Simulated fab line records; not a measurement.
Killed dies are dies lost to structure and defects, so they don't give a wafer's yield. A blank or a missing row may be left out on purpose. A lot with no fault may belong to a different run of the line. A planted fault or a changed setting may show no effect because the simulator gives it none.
fab line records	flow n5_finfet	part 1 of 2: steps 1 to 24 of 33
record: lots: 5	wafers: 15	last_day: 15
route steps=1938 shown BEOL_M3@997 BEOL_M4@1021
lots that met no fault: from a run of the same line without faults
start_h: hours from the record's first day to the start of the lot's first wafer shown	wait_h: time in hours since the lot's previous step	" same as the row above	L1.1+2: a single row standing in for several wafers	- value missing, or start not given	* or withheld: withheld	< > ~ a bound
route shown NAME@n: NAME is a module with steps in the file, n the number in the route of the first one	usual: mean and standard deviation over wafers with no fault	same: alike in all rows	chamber/n: place in a boat	sites: per-site readings	_std_site: the values' standard deviation	_edge_site: outer sites' mean less inner sites'	radius_mm: for every site, how far away it sits from the centre of the wafer	mask NAME#n: copy n	behind: tool/chamber where the wafer was last shaped	hold: cause of the lot's hold/its duration in hours/its outcome	device: which transistor (n, p or np) failed to switch	end of line: the route-end tests of the same wafers	a step without rows: its recipe alone	killed: not the wafer's yield, but the dies lost to structure and defects at the first sort	map: a wafer's dies, marking killed ones x, the rest . and places with no die _
set.NAME: the run value of the setting; set.NAME@STEP: its run value at that earlier step	model.NAME: the simulator's own value behind a step, which no gauge read
lots at selected steps of the route; one table per step, one row per wafer
services: when a tool's chamber went out of use (start_h, in hours from the record's first day, below 0 if earlier), for how many hours, and the reason
== steps ==
step: N5_BEOL_M3_ANNEAL_80
recipe: temp_c: 400	time_s: 240	ambient: vacuum
usual: heater_power_w: 816/75
lot.wafer	tool	chamber	start_h	wait_h	heater_power_w
L079.2	pvd_sputter-02	-	179.82	0.0	910
L079.4	"	-	"	"	791
L079.6	"	-	"	"	901
L081.2	pvd_sputter-03	-	192.66	0.0	902
L081.3	"	-	"	"	843
L081.6	"	-	"	"	842
L083.2	pvd_sputter-03	-	212.31	0.0	671
L083.5	"	-	"	"	869
L083.6	"	-	"	"	666
L086.1	pvd_sputter-03	-	230.63	0.0	887
L086.3	"	-	"	"	673
L086.6	"	-	"	"	658
L091.1	pvd_sputter-03	-	254.86	0.0	667
L091.3	"	-	"	"	891
L091.4	"	-	"	"	833
step: N5_BEOL_M3_SPUTTER_81
recipe: material: Cu	target_thk_a: 45	temp_c: -20	chamber_pressure_pa: 0.07	power_w: withheld	time_s: 8.29
usual: chuck_gas_flow_sccm: 1.27/0.052	throttle_valve_pct: 29.7/0.83
lot.wafer	tool	chamber	start_h	wait_h	chuck_gas_flow_sccm	throttle_valve_pct
L079.2	pvd_sputter-02	-	179.96	0.1	1.20	30.5
L079.4	"	-	"	"	1.21	29.0
L079.6	"	-	"	"	1.31	30.6
L081.2	pvd_sputter-03	-	192.80	0.1	1.22	30.2
L081.3	"	-	"	"	1.29	30.0
L081.6	"	-	"	"	1.26	30.2
L083.2	pvd_sputter-03	-	212.45	0.1	1.30	29.1
L083.5	"	-	"	"	1.28	30.3
L083.6	"	-	"	"	1.36	29.2
L086.1	pvd_sputter-03	-	230.77	0.1	1.22	30.6
L086.3	"	-	"	"	1.36	28.7
L086.6	"	-	"	"	1.29	28.9
L091.1	pvd_sputter-03	-	255.00	0.1	1.27	29.1
L091.3	"	-	"	"	1.24	30.5
L091.4	"	-	"	"	1.19	29.7
step: N5_BEOL_M3_ANNEAL_82
recipe: temp_c: 400	time_s: 240	ambient: vacuum
usual: heater_power_w: 817/74
lot.wafer	tool	chamber	start_h	wait_h	heater_power_w
L079.2	pvd_sputter-02	-	180.04	0.0	911
L079.4	"	-	"	"	785
L079.6	"	-	"	"	893
L081.2	pvd_sputter-03	-	192.88	0.0	915
L081.3	"	-	"	"	827
L081.6	"	-	"	"	856
L083.2	pvd_sputter-03	-	212.53	0.0	663
L083.5	"	-	"	"	844
L083.6	"	-	"	"	682
L086.1	pvd_sputter-03	-	230.85	0.0	884
L086.3	"	-	"	"	645
L086.6	"	-	"	"	662
L091.1	pvd_sputter-03	-	255.08	0.0	662
L091.3	"	-	"	"	918
L091.4	"	-	"	"	849
step: N5_BEOL_M3_SPUTTER_86
recipe: material: Cu	target_thk_a: 45	temp_c: -20	chamber_pressure_pa: 0.07	power_w: withheld	time_s: 8.29
usual: chuck_gas_flow_sccm: 1.28/0.057	throttle_valve_pct: 29.7/0.85
lot.wafer	tool	chamber	start_h	wait_h	chuck_gas_flow_sccm	throttle_valve_pct
L079.2	pvd_sputter-02	-	180.18	0.1	1.45	30.6
L079.4	"	-	"	"	1.25	29.1
L079.6	"	-	"	"	1.20	30.6
L081.2	pvd_sputter-03	-	193.02	0.1	1.29	30.5
L081.3	"	-	"	"	1.26	30.3
L081.6	"	-	"	"	1.12	29.9
L083.2	pvd_sputter-03	-	212.67	0.1	1.24	29.1
L083.5	"	-	"	"	1.22	30.4
L083.6	"	-	"	"	1.32	29.0
L086.1	pvd_sputter-03	-	230.99	0.1	1.33	30.4
L086.3	"	-	"	"	1.38	29.0
L086.6	"	-	"	"	1.28	29.1
L091.1	pvd_sputter-03	-	255.22	0.1	1.31	28.9
L091.3	"	-	"	"	1.23	30.6
L091.4	"	-	"	"	1.26	29.4
step: N5_BEOL_M3_ANNEAL_87
recipe: temp_c: 400	time_s: 240	ambient: vacuum
usual: heater_power_w: 816/75
lot.wafer	tool	chamber	start_h	wait_h	heater_power_w
L079.2	pvd_sputter-02	-	180.26	0.0	896
L079.4	"	-	"	"	773
L079.6	"	-	"	"	875
L081.2	pvd_sputter-03	-	193.10	0.0	903
L081.3	"	-	"	"	820
L081.6	"	-	"	"	837
L083.2	pvd_sputter-03	-	212.75	0.0	666
L083.5	"	-	"	"	854
L083.6	"	-	"	"	652
L086.1	pvd_sputter-03	-	231.07	0.0	901
L086.3	"	-	"	"	666
L086.6	"	-	"	"	653
L091.1	pvd_sputter-03	-	255.30	0.0	648
L091.3	"	-	"	"	893
L091.4	"	-	"	"	851
step: N5_BEOL_M3_SPUTTER_88
recipe: material: Cu	target_thk_a: 45	temp_c: -20	chamber_pressure_pa: 0.07	power_w: withheld	time_s: 8.29
usual: chuck_gas_flow_sccm: 1.28/0.053	throttle_valve_pct: 29.7/0.84
lot.wafer	tool	chamber	start_h	wait_h	chuck_gas_flow_sccm	throttle_valve_pct
L079.2	pvd_sputter-02	-	180.40	0.1	1.32	30.1
L079.4	"	-	"	"	1.33	29.0
L079.6	"	-	"	"	1.32	30.4
L081.2	pvd_sputter-03	-	193.24	0.1	1.27	30.4
L081.3	"	-	"	"	1.24	30.2
L081.6	"	-	"	"	1.27	30.3
L083.2	pvd_sputter-03	-	212.89	0.1	1.28	28.9
L083.5	"	-	"	"	1.21	30.2
L083.6	"	-	"	"	1.34	28.9
L086.1	pvd_sputter-03	-	231.21	0.1	1.21	30.4
L086.3	"	-	"	"	1.21	28.9
L086.6	"	-	"	"	1.23	29.1
L091.1	pvd_sputter-03	-	255.44	0.1	1.34	29.1
L091.3	"	-	"	"	1.20	30.5
L091.4	"	-	"	"	1.32	29.8
step: N5_BEOL_M3_ANNEAL_89
recipe: temp_c: 400	time_s: 240	ambient: vacuum
usual: heater_power_w: 816/76
lot.wafer	tool	chamber	start_h	wait_h	heater_power_w
L079.2	pvd_sputter-02	-	180.48	0.0	896
L079.4	"	-	"	"	781
L079.6	"	-	"	"	912
L081.2	pvd_sputter-03	-	193.32	0.0	889
L081.3	"	-	"	"	823
L081.6	"	-	"	"	818
L083.2	pvd_sputter-03	-	212.97	0.0	651
L083.5	"	-	"	"	842
L083.6	"	-	"	"	669
L086.1	pvd_sputter-03	-	231.29	0.0	918
L086.3	"	-	"	"	673
L086.6	"	-	"	"	661
L091.1	pvd_sputter-03	-	255.52	0.0	652
L091.3	"	-	"	"	896
L091.4	"	-	"	"	875
step: N5_BEOL_M3_SPUTTER_90
recipe: material: Cu	target_thk_a: 45	temp_c: -20	chamber_pressure_pa: 0.07	power_w: withheld	time_s: 8.29
usual: chuck_gas_flow_sccm: 1.28/0.054	throttle_valve_pct: 29.7/0.84
lot.wafer	tool	chamber	start_h	wait_h	chuck_gas_flow_sccm	throttle_valve_pct
L079.2	pvd_sputter-02	-	180.62	0.1	1.25	30.9
L079.4	"	-	"	"	1.24	28.6
L079.6	"	-	"	"	1.25	30.6
L081.2	pvd_sputter-03	-	193.46	0.1	1.29	30.6
L081.3	"	-	"	"	1.26	30.2
L081.6	"	-	"	"	1.30	30.5
L083.2	pvd_sputter-03	-	213.11	0.1	1.29	29.1
L083.5	"	-	"	"	1.20	30.1
L083.6	"	-	"	"	1.26	29.2
L086.1	pvd_sputter-03	-	231.43	0.1	1.27	30.5
L086.3	"	-	"	"	1.41	29.2
L086.6	"	-	"	"	1.32	29.0
L091.1	pvd_sputter-03	-	255.66	0.1	1.35	28.8
L091.3	"	-	"	"	1.26	30.5
L091.4	"	-	"	"	1.33	29.6
step: N5_BEOL_M3_ANNEAL_91
recipe: temp_c: 400	time_s: 240	ambient: vacuum
usual: heater_power_w: 815/75
lot.wafer	tool	chamber	start_h	wait_h	heater_power_w
L079.2	pvd_sputter-02	-	180.70	0.0	904
L079.4	"	-	"	"	750
L079.6	"	-	"	"	897
L081.2	pvd_sputter-03	-	193.54	0.0	915
L081.3	"	-	"	"	841
L081.6	"	-	"	"	851
L083.2	pvd_sputter-03	-	213.19	0.0	663
L083.5	"	-	"	"	830
L083.6	"	-	"	"	665
L086.1	pvd_sputter-03	-	231.51	0.0	904
L086.3	"	-	"	"	661
L086.6	"	-	"	"	679
L091.1	pvd_sputter-03	-	255.74	0.0	665
L091.3	"	-	"	"	912
L091.4	"	-	"	"	820
step: N5_BEOL_M3_SPUTTER_92
recipe: material: Cu	target_thk_a: 45	temp_c: -20	chamber_pressure_pa: 0.07	power_w: withheld	time_s: 8.29
usual: chuck_gas_flow_sccm: 1.27/0.052	throttle_valve_pct: 29.7/0.83
lot.wafer	tool	chamber	start_h	wait_h	chuck_gas_flow_sccm	throttle_valve_pct
L079.2	pvd_sputter-02	-	180.84	0.1	1.22	30.2
L079.4	"	-	"	"	1.29	29.0
L079.6	"	-	"	"	1.23	30.4
L081.2	pvd_sputter-03	-	193.68	0.1	1.33	30.5
L081.3	"	-	"	"	1.11	30.5
L081.6	"	-	"	"	1.23	30.3
L083.2	pvd_sputter-03	-	213.33	0.1	1.37	29.0
L083.5	"	-	"	"	1.22	30.1
L083.6	"	-	"	"	1.36	28.7
L086.1	pvd_sputter-03	-	231.65	0.1	1.28	30.6
L086.3	"	-	"	"	1.35	28.8
L086.6	"	-	"	"	1.28	28.9
L091.1	pvd_sputter-03	-	255.88	0.1	1.31	29.3
L091.3	"	-	"	"	1.23	30.5
L091.4	"	-	"	"	1.28	29.8
step: N5_BEOL_M3_ANNEAL_93
recipe: temp_c: 400	time_s: 240	ambient: vacuum
usual: heater_power_w: 814/75
lot.wafer	tool	chamber	start_h	wait_h	heater_power_w
L079.2	pvd_sputter-02	-	180.92	0.0	888
L079.4	"	-	"	"	778
L079.6	"	-	"	"	912
L081.2	pvd_sputter-03	-	193.76	0.0	885
L081.3	"	-	"	"	841
L081.6	"	-	"	"	831
L083.2	pvd_sputter-03	-	213.41	0.0	655
L083.5	"	-	"	"	829
L083.6	"	-	"	"	677
L086.1	pvd_sputter-03	-	231.73	0.0	910
L086.3	"	-	"	"	666
L086.6	"	-	"	"	674
L091.1	pvd_sputter-03	-	255.96	0.0	669
L091.3	"	-	"	"	874
L091.4	"	-	"	"	839
step: N5_BEOL_M3_SPUTTER_94
recipe: material: Cu	target_thk_a: 45	temp_c: -20	chamber_pressure_pa: 0.07	power_w: withheld	time_s: 8.29
usual: chuck_gas_flow_sccm: 1.28/0.05	throttle_valve_pct: 29.7/0.82
lot.wafer	tool	chamber	start_h	wait_h	chuck_gas_flow_sccm	throttle_valve_pct
L079.2	pvd_sputter-02	-	181.06	0.1	1.36	30.7
L079.4	"	-	"	"	1.28	29.1
L079.6	"	-	"	"	1.22	30.3
L081.2	pvd_sputter-03	-	193.90	0.1	1.25	30.9
L081.3	"	-	"	"	1.26	30.3
L081.6	"	-	"	"	1.22	30.3
L083.2	pvd_sputter-03	-	213.55	0.1	1.28	28.9
L083.5	"	-	"	"	1.18	29.9
L083.6	"	-	"	"	1.41	29.2
L086.1	pvd_sputter-03	-	231.87	0.1	1.33	30.5
L086.3	"	-	"	"	1.34	29.0
L086.6	"	-	"	"	1.34	29.2
L091.1	pvd_sputter-03	-	256.10	0.1	1.30	28.8
L091.3	"	-	"	"	1.30	30.6
L091.4	"	-	"	"	1.34	29.6
step: N5_BEOL_M3_ANNEAL_95
recipe: temp_c: 400	time_s: 240	ambient: vacuum
usual: heater_power_w: 815/75
lot.wafer	tool	chamber	start_h	wait_h	heater_power_w
L079.2	pvd_sputter-02	-	181.14	0.0	878
L079.4	"	-	"	"	778
L079.6	"	-	"	"	914
L081.2	pvd_sputter-03	-	193.98	0.0	909
L081.3	"	-	"	"	863
L081.6	"	-	"	"	834
L083.2	pvd_sputter-03	-	213.63	0.0	666
L083.5	"	-	"	"	840
L083.6	"	-	"	"	660
L086.1	pvd_sputter-03	-	231.95	0.0	871
L086.3	"	-	"	"	686
L086.6	"	-	"	"	661
L091.1	pvd_sputter-03	-	256.18	0.0	657
L091.3	"	-	"	"	902
L091.4	"	-	"	"	868
step: N5_BEOL_M3_SPUTTER_96
recipe: material: Cu	target_thk_a: 45	temp_c: -20	chamber_pressure_pa: 0.07	power_w: withheld	time_s: 8.29
usual: chuck_gas_flow_sccm: 1.28/0.052	throttle_valve_pct: 29.7/0.84
lot.wafer	tool	chamber	start_h	wait_h	chuck_gas_flow_sccm	throttle_valve_pct
L079.2	pvd_sputter-02	-	181.28	0.1	1.27	30.5
L079.4	"	-	"	"	1.27	28.9
L079.6	"	-	"	"	1.27	30.6
L081.2	pvd_sputter-03	-	194.12	0.1	1.26	30.6
L081.3	"	-	"	"	1.25	30.3
L081.6	"	-	"	"	1.24	30.2
L083.2	pvd_sputter-03	-	213.77	0.1	1.25	29.2
L083.5	"	-	"	"	1.34	30.6
L083.6	"	-	"	"	1.25	29.0
L086.1	pvd_sputter-03	-	232.09	0.1	1.28	30.4
L086.3	"	-	"	"	1.39	29.0
L086.6	"	-	"	"	1.36	29.0
L091.1	pvd_sputter-03	-	256.32	0.1	1.39	29.2
L091.3	"	-	"	"	1.26	30.4
L091.4	"	-	"	"	1.21	30.0
step: N5_BEOL_M3_ECD_50
recipe: material: Cu	target_thk_a: 3000
lot.wafer	tool	chamber	start_h	wait_h
L079.2+4+6	ecd_cu-02	1,0,0	181.40	0.1
L081.2+3+6	ecd_cu-01	0,0,1	194.23	0.1
L083.2+5+6	ecd_cu-02	0,0,1	213.88	0.1
L086.1+3+6	ecd_cu-02	0,0,1	232.21	0.1
L091.1+3+4	ecd_cu-01	1,1,0	256.43	0.1
step: N5_BEOL_M3_ANNEAL_51
recipe: temp_c: 225	time_s: 90	ambient: N2
usual: wafer_temp_C_max: 226.1/0.4
lot.wafer	tool	chamber	start_h	wait_h	wafer_temp_C_max
L079.2	rtp_anneal-01	0	181.52	0.1	226.1
L079.4	"	0	"	"	226.7
L079.6	"	0	"	"	226.1
L081.2	rtp_anneal-01	0	194.84	0.6	226.0
L081.3	"	0	"	"	226.1
L081.6	"	0	"	"	226.0
L083.2	rtp_anneal-01	0	214.06	0.2	226.1
L083.5	"	0	"	"	226.1
L083.6	"	0	"	"	226.2
L086.1	rtp_anneal-01	0	232.29	0.1	226.7
L086.3	"	0	"	"	226.5
L086.6	"	0	"	"	226.3
L091.1	rtp_anneal-01	0	256.51	0.1	225.9
L091.3	"	0	"	"	226.6
L091.4	"	0	"	"	226.0
step: N5_BEOL_M3_CMP_52
recipe: stop_on: SiOC	t_overpolish_s: 6.8	down_force_psi: 1	platen_rpm: 50	clearing_platen_down_force_psi: 1.5	clearing_platen_rpm: 50	post_cmp_clean: cu_alkaline	target_thk_nm: 40	clearing_platen_pad_velocity_m_s: 0.99484	pad_velocity_m_s: 0.99484
usual: barrier_field_endpoint_s: 24.7/0.71	clearing_platen_down_force_psi: 1.4999/0.0028	motor_current_A: 6.1/0.6	overpolish_run_s: 6.800/0.0087	time_to_endpoint_s: 63/3.8
same: t_overpolish_s: 6.8
lot.wafer	tool	chamber	start_h	wait_h	barrier_field_endpoint_s	clearing_platen_down_force_psi	motor_current_A	overpolish_run_s	time_to_endpoint_s
L079.4	cmp-04	0	181.77	0.1	26.0	1.4987	5.6	6.800	71
L079.2	"	1	"	"	24.9	1.4967	5.9	6.806	68
L079.6	"	1	"	"	25.2	1.4992	6.2	6.797	68
L081.3	cmp-03	1	195.09	0.2	24.8	1.4968	5.9	6.796	60
L081.2	"	2	"	"	24.0	1.4931	6.1	6.795	62
L081.6	"	1	"	"	24.1	1.5024	5.7	6.800	61
L083.2	cmp-02	1	214.43	0.3	25.4	1.4994	6.7	6.814	64
L083.5	"	2	"	"	24.9	1.4988	5.7	6.800	62
L083.6	"	3	"	"	25.2	1.5020	6.0	6.791	66
L086.1	cmp-02	0	232.58	0.3	25.0	1.5025	6.2	6.798	69
L086.3	"	2	"	"	22.9	1.4986	5.5	6.794	59
L086.6	"	0	"	"	25.5	1.4990	6.1	6.801	67
L091.4	cmp-03	1	256.81	0.1	23.8	1.5030	5.8	6.805	61
L091.3	"	2	"	"	24.4	1.5010	6.4	6.806	62
L091.1	"	3	"	"	24.7	1.4958	5.6	6.798	66
step: N5_BEOL_M3_THK_MEAS_53
recipe: thk_meas_gauge: xrf	reads: Cu_of_BEOL_M3_ECD_50
usual: M3_THK: 40.3/2
lot.wafer	tool	chamber	start_h	wait_h	M3_THK[nm]
L079.2	film_metro-01	-	182.07	-	40.8
L079.4	"	-	"	"	41.9
L079.6	"	-	"	"	41.4
L081.2	film_metro-02	-	195.39	-	37.4
L081.3	"	-	"	"	39.3
L081.6	"	-	"	"	40.9
L083.2	film_metro-02	-	214.61	-	40.2
L083.5	"	-	"	"	39.1
L083.6	"	-	"	"	39.2
L086.1	film_metro-01	-	232.88	-	39.6
L086.3	"	-	"	"	39.4
L086.6	"	-	"	"	41.1
L091.1	film_metro-02	-	257.10	-	39.9
L091.3	"	-	"	"	39.8
L091.4	"	-	"	"	38.4
step: N5_BEOL_M3_PRE_CLEAN_60
recipe: gas: NH3/H2	time_s: 15	temp_c: *	rf_power_w: 300
usual: heater_power_outer_w: 20/6.9	heater_power_w: 83/7.2
lot.wafer	tool	chamber	start_h	wait_h	heater_power_outer_w	heater_power_w
L079.2	cvd_co-01	0	182.25	0.2	26	93
L079.4	"	1	"	"	30	85
L079.6	"	0	"	"	26	93
L081.2	cvd_co-02	1	195.42	0.0	15	80
L081.3	"	2	"	"	11	71
L081.6	"	1	"	"	14	82
L083.2	cvd_co-02	2	214.65	0.0	11	71
L083.5	"	1	"	"	14	82
L083.6	"	0	"	"	26	86
L086.1	cvd_co-02	2	232.93	0.1	11	73
L086.3	"	1	"	"	14	82
L086.6	"	1	"	"	14	82
L091.1	cvd_co-01	2	257.14	0.0	18	89
L091.3	"	1	"	"	30	88
L091.4	"	2	"	"	18	91
step: N5_BEOL_M3_CO_CAP_55
recipe: material: Co	target_thk_a: 20	temp_c: 200	precursor: CCTBA/H2	pressure_torr: 30	time_s: 102.1
usual: heater_power_outer_w: 123/8.7	heater_power_w: 234/9.5
lot.wafer	tool	chamber	start_h	wait_h	heater_power_outer_w	heater_power_w
L079.2	cvd_co-01	0	182.29	0.0	125	246
L079.4	"	1	"	"	137	239
L079.6	"	0	"	"	133	248
L081.2	cvd_co-02	1	195.46	0.0	118	230
L081.3	"	2	"	"	112	219
L081.6	"	1	"	"	115	233
L083.2	cvd_co-02	2	214.69	0.0	115	221
L083.5	"	1	"	"	118	236
L083.6	"	0	"	"	132	236
L086.1	cvd_co-02	2	232.97	0.0	113	217
L086.3	"	1	"	"	116	227
L086.6	"	1	"	"	117	238
L091.1	cvd_co-01	2	257.18	0.0	119	242
L091.3	"	1	"	"	138	232
L091.4	"	2	"	"	120	242
step: N5_BEOL_M3_PRE_CLEAN_56
recipe: gas: NH3	time_s: 15	temp_c: withheld	rf_power_w: 300
lot.wafer	tool	chamber	start_h	wait_h
L079.2+4+6	pecvd-04	1,2,0	182.39	0.1
L081.2+3+6	pecvd-04	2,1,1	195.56	0.1
L083.2+5+6	pecvd-04	2,0,2	214.78	0.1
L086.1+3+6	pecvd-04	1,0,2	233.06	0.1
L091.1+3+4	pecvd-02	2,1,0	257.28	0.1
step: N5_BEOL_M3_DEP_57
recipe: material: SiCN	target_thk_a: 80	temp_c: withheld	precursor: 3MS/NH3	pressure_torr: 3	rf_w: 202	time_s: 14
usual: showerhead_plenum_p_Torr: 3.665/0.017	throttle_valve_pct: 9.2/0.49
lot.wafer	tool	chamber	start_h	wait_h	showerhead_plenum_p_Torr	throttle_valve_pct
L079.2	pecvd-04	1	182.41	0.0	3.635	9.3
L079.4	"	2	"	"	3.655	9.9
L079.6	"	0	"	"	3.664	9.1
L081.2	pecvd-04	2	195.58	0.0	3.655	9.6
L081.3	"	1	"	"	3.634	9.4
L081.6	"	1	"	"	3.636	9.7
L083.2	pecvd-04	2	214.80	0.0	3.650	9.9
L083.5	"	0	"	"	3.656	9.2
L083.6	"	2	"	"	3.657	10.0
L086.1	pecvd-04	1	233.09	0.0	3.637	9.5
L086.3	"	0	"	"	3.660	8.9
L086.6	"	2	"	"	3.652	9.8
L091.1	pecvd-02	2	257.31	0.0	3.687	8.9
L091.3	"	1	"	"	3.657	9.5
L091.4	"	0	"	"	3.673	8.6
step: N5_BEOL_M3_RS_MEAS_58
recipe: thk_meas_gauge: four-point-probe	reads: Co_of_BEOL_M3_CO_CAP_55+Cu_of_BEOL_M3_ECD_50+Co_of_BEOL_M3_CVD_47+TaN_of_BEOL_M3_ALD_84
usual: M3_RS: 0.68/0.042
lot.wafer	tool	chamber	start_h	wait_h	M3_RS[ohm/sq]
L079.2	film_metro-01	-	182.48	0.1	0.67
L079.4	"	-	"	"	0.64
L079.6	"	-	"	"	0.66
L081.2	film_metro-02	-	195.65	0.1	0.75
L081.3	"	-	"	"	0.70
L081.6	"	-	"	"	0.66
L083.2	film_metro-01	-	214.87	0.1	0.68
L083.5	"	-	"	"	0.71
L083.6	"	-	"	"	0.70
L086.1	film_metro-01	-	233.16	0.0	0.70
L086.3	"	-	"	"	0.70
L086.6	"	-	"	"	0.66
L091.1	film_metro-02	-	257.38	0.0	0.69
L091.3	"	-	"	"	0.69
L091.4	"	-	"	"	0.73
step: N5_BEOL_M3_INSPECT_59
recipe: inspect_instrument: darkfield	mode: post_dep
usual: raw_defect_count: 70/23
lot.wafer	tool	chamber	start_h	wait_h	raw_defect_count
L079.2	defect_inspect-01	-	182.50	0.0	55
L079.4	"	-	"	"	67
L079.6	"	-	"	"	81
L081.2	defect_inspect-01	-	195.67	0.0	63
L081.3	"	-	"	"	78
L081.6	"	-	"	"	96
L083.2	defect_inspect-02	-	214.90	0.0	51
L083.5	"	-	"	"	95
L083.6	"	-	"	"	67
L086.1	defect_inspect-02	-	233.18	0.0	45
L086.3	"	-	"	"	68
L086.6	"	-	"	"	52
L091.1	defect_inspect-02	-	257.40	0.0	56
L091.3	"	-	"	"	65
L091.4	"	-	"	"	97
